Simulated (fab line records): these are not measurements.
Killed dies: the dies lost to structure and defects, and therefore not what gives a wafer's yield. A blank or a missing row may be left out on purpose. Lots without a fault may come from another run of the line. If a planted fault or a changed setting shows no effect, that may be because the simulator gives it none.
One fault through the eyes of 2 desks + flow n5_finfet + each desk has only its own numbers; what lay behind them comes last

== AT THE TOOL OWNER'S DESK: rie_diel-06 ==
The tool's own readings at N5_BEOL_M11_TRENCH_ETCH_37 (etches SiCOH lowk in C4F6/O2, target depth 148.83 nm, time 48 s): means of the sampled wafers that have a number, for each lot that ran on this tool. If a lot's mean is further than 4 standard deviations from the usual mean, the lot is out of limits and carries the mark OUT (the distance appears in the brackets). Of its 8 readings 7 are shown: those that lie furthest out on some lot.
Columns: A = C4F6_flow_sccm at N5_BEOL_M11_TRENCH_ETCH_37, usual 10.001 sccm; B = O2_flow_sccm at N5_BEOL_M11_TRENCH_ETCH_37, usual 10.00 sccm; C = drypump_motor_current_A at N5_BEOL_M11_TRENCH_ETCH_37, usual 6.1 A; D = oes_o_777_au at N5_BEOL_M11_TRENCH_ETCH_37, usual 0.76 a.u.; E = oes_product_au at N5_BEOL_M11_TRENCH_ETCH_37, usual 0.76 a.u.; F = rf_vpp_V at N5_BEOL_M11_TRENCH_ETCH_37, usual 669 V; G = showerhead_plenum_p_Torr at N5_BEOL_M11_TRENCH_ETCH_37, usual 2.83 Torr
| lot  | first seen here | A      | B     | C   | D    | E    | F   | G    |
|------|-----------------|--------|-------|-----|------|------|-----|------|
| L509 | day 13 03:28    | 10.010 | 9.99  | 6.2 | 0.76 | 0.75 | 677 | 2.85 |
| L510 | day 13 16:17    | 9.987  | 10.01 | 6.2 | 0.75 | 0.75 | 676 | 2.85 |
| L524 | day 17 15:49    | 10.000 | 10.00 | 6.0 | 0.78 | 0.78 | 683 | 2.89 |
| L522 | day 17 22:43    | 10.006 | 10.03 | 5.7 | 0.69 | 0.70 | 680 | 2.78 |
Result from this desk: across the 4 lots, nothing is out of limits.

== METROLOGY DESK ==
Means of the sampled wafers that have a number, per lot and without regard to the tool the lot ran on: this is what the gauges read. If a lot's mean is further than 4 standard deviations from the usual mean, the lot is out of limits and carries the mark OUT (the distance appears in the brackets). Readings shown: 7 out of 13 (the first out of limits, and those lying furthest out on some lot).
Columns: A = DIBL_P at N5_BEOL_M4_RC_MEAS_101, usual 36.5 mV/V; B = IOFF_P at N5_BEOL_M4_RC_MEAS_101, usual 0.22 nA/um; C = ION_N at N5_BEOL_M4_RC_MEAS_101, usual 675 uA/um; D = VT_N at N5_BEOL_M4_RC_MEAS_101, usual 249 mV; E = V10_OVL at N5_BEOL_M11_OVL_MEAS_29, usual -0.4 nm; F = trench_depth_nm at N5_BEOL_M11_OCD_MEAS_38, usual 148 nm; G = cd_nm at N5_BEOL_M11_CD_MEAS_35, usual 70.3 nm
| lot  | first seen here | A    | B    | C   | D   | E    | F           | G    |
|------|-----------------|------|------|-----|-----|------|-------------|------|
| L505 | day 9 05:13     | 32.7 | 0.15 | 654 | 255 | 0.1  | 145         | 70.4 |
| L510 | day 10 14:47    | 35.5 | 0.22 | 667 | 250 | 0.3  | 151         | 70.5 |
| L509 | day 10 19:06    | 38.0 | 0.26 | 687 | 245 | -1.6 | 151         | 71.4 |
| L507 | day 10 21:26    | 35.3 | 0.19 | 659 | 251 | -0.8 | 146         | 70.3 |
| L519 | day 14 01:32    | 39.1 | 0.21 | 679 | 250 | -0.6 | 0 (-39) OUT | 70.5 |
| L521 | day 14 18:22    | 34.5 | 0.16 | 678 | 252 | 1.5  | 0 (-39) OUT | 70.2 |
| L524 | day 14 21:04    | 34.3 | 0.19 | 659 | 253 | -0.9 | 150         | 70.9 |
| L523 | day 15 01:47    | 37.9 | 0.25 | 688 | 245 | -1.8 | 153         | 70.4 |
| L522 | day 15 02:19    | 37.8 | 0.23 | 676 | 248 | -0.3 | 147         | 70.2 |
This desk finds L519, L521 out of limits, L519 being first, at day 16 16:29 (trench_depth_nm at N5_BEOL_M11_OCD_MEAS_38). L505, L510, L509, L507, L524, L523, L522: within limits.

== PUT TOGETHER ==
L519, L521 would have let the metrology desk raise an alarm at day 16 16:29.
The tool owner's desk saw nothing out of limits.
The tool owner's desk has no number on record for L519, L521.
All the named lots went through N5_BEOL_M11_TRENCH_ETCH_37 on rie_diel-06.

== WHAT THE SIMULATOR HAD PUT IN ==
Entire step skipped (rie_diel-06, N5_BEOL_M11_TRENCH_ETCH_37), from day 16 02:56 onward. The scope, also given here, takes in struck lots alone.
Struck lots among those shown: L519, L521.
Per desk, hours elapsed from the start of the fault to the first reading out of limits: for the metrology desk, 14.
